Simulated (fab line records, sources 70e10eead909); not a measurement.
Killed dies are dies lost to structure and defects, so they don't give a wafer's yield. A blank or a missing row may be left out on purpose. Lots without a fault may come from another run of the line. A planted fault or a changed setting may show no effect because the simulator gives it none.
A struck lot beside a sound one | flow nand_harc | 18 steps out of a route of 1302
Sound: wafers L170.1, L170.3, L170.4. Struck: wafer L183.1. (L183.4, L183.6 of the same lot were not struck and are left out.) The cause comes at the end.
At each step with rows: each side's tool, then ch and its chambers, then its first start. Under that, the readings that differ: sound wafers | struck wafers | difference of the means | sigmas: that difference in standard deviations of wafers without a fault.
alike: readings whose means differ by less than 2 such deviations, and words and numbers that are the same on both sides. not compared: withheld readings, readings that some wafer has no value for, bounds like >300 that may hide the same value, and numbers for which the record gives no deviation and whose values overlap.
The two part at a step that has a row with sigmas, a row that says differs or no value, or rows on one side only. Numbers that don't overlap but have no deviation are shown without sigmas and don't part them. A reading that every wafer of one side lacks parts them only if that side has two wafers or more.

NHARC_A_SGD_CUT_CD_MEAS_09: target cd 100 nm.
  sound on cd_sem-01 ch 0, day 19 03:11; struck on cd_sem-03 ch 0, day 24 02:46
  alike: cd_nm
NHARC_A_SGD_CUT_OVL_MEAS_10:
  sound on overlay-02, day 19 03:16; struck on overlay-01, day 24 02:50
  alike: overlay_x_nm, overlay_y_nm
NHARC_A_SGD_CUT_INSPECT_11:
  sound on defect_inspect-01, day 19 03:18; struck on defect_inspect-02, day 24 02:53
  alike: raw_defect_count
NHARC_A_SGD_CUT_DESCUM_14: chemistry O2, time 3 s.
  sound on rie_diel-08 ch 0,2,3, day 19 03:22; struck on rie_diel-04 ch 2, day 24 02:57
  reading                | sound | struck | difference | sigmas
  rf_hours_counter_h (h) | 4 3 4 | 0      | -4         |
  alike: drypump_motor_current_A, oes_product_au, rf_vpp_V, showerhead_plenum_p_Torr, throttle_valve_pct
NHARC_A_SGD_CUT_ETCH_58: etches the open film in CF4, target depth 39 nm, time 65 s.
  sound on rie_diel-08 ch 0,1,2, day 19 03:27; struck on rie_diel-04 ch 3, day 24 03:04
  reading                         | sound          | struck | difference | sigmas
  rf_hours_counter_h (h)          | 4 3 3          | 0      | -3         |
  showerhead_plenum_p_Torr (Torr) | 1.82 1.89 1.77 | 1.65   | -0.18      | -2
  alike: drypump_motor_current_A, oes_product_au, rf_vpp_V, throttle_valve_pct
then, 1 step without rows for these wafers: NHARC_A_SGD_CUT_ETCH_59 (etches the open film in N2/H2, target depth 260 nm, time 406.25 s).
NHARC_A_SGD_CUT_ETCH_15: etches the open film in CH3F/O2, target depth 75 nm, time 64.3 s.
  sound on rie_diel-08 ch 1,2,3; struck on rie_diel-04 ch 2
  reading                | sound                | struck | difference | sigmas
  rf_hours_counter_h (h) | 4 3 3                | 0      | -3         |
  throttle_valve_pct (%) | 20.650 20.665 20.651 | 20.682 | +0.027     | +3
  alike: drypump_motor_current_A, oes_product_au, rf_vpp_V, showerhead_plenum_p_Torr
NHARC_A_SGD_CUT_ETCH_16: etches the open film in C4F8/O2/Ar, target depth 310.5 nm, time 155.2 s.
  sound on rie_diel-08 ch 0,1,2; struck on rie_diel-04 ch 2
  reading                | sound | struck | difference | sigmas
  rf_hours_counter_h (h) | 4 3 3 | 0      | -3         |
  alike: oes_product_au, rf_vpp_V
then, 1 step without rows for these wafers: NHARC_A_SGD_CUT_STRIP_60 (strips in C4F8/O2/Ar).
NHARC_A_SGD_CUT_STRIP_17: strips in O2.
  sound on rie_diel-08 ch 0,1,3; struck on rie_diel-04 ch 1
  reading                | sound | struck | difference | sigmas
  rf_hours_counter_h (h) | 4 3 4 | 1      | -3         |
  alike: drypump_motor_current_A, oes_product_au, rf_vpp_V, showerhead_plenum_p_Torr, throttle_valve_pct
then, 2 steps without rows for these wafers: NHARC_A_SGD_CUT_PRECLEAN_18 (cleans in SC1); NHARC_A_SGD_CUT_SRD_19.
NHARC_A_SGD_CUT_DEP_20: deposits SiO2, target thk 150 nm.
  sound on fcvd-02 ch 0,1, day 19 04:31; struck on fcvd-02 ch 1, day 24 04:16
then, 2 steps without rows for these wafers: NHARC_A_SGD_CUT_ANNEAL_27 (time 1800 s); NHARC_A_SGD_CUT_CMP_21 (polishes, target thk 148.19 nm).
NHARC_A_SGD_CUT_THK_MEAS_22: measures by ellipsometry.
  sound on film_metro-02, day 19 09:31; struck on film_metro-01, day 24 09:19
  reading     | sound             | struck | difference | sigmas
  thk_nm (nm) | 147.6 146.7 150.0 | 140.0  | -8.1       | -6
then, 2 steps without rows for these wafers: NHARC_A_SGD_CUT_SRD_23; NHARC_END_SORT_01.

WHERE THEY PART
First at NHARC_A_SGD_CUT_ETCH_58; last, within this record, at NHARC_A_SGD_CUT_THK_MEAS_22.

WHY: what the simulator had put in
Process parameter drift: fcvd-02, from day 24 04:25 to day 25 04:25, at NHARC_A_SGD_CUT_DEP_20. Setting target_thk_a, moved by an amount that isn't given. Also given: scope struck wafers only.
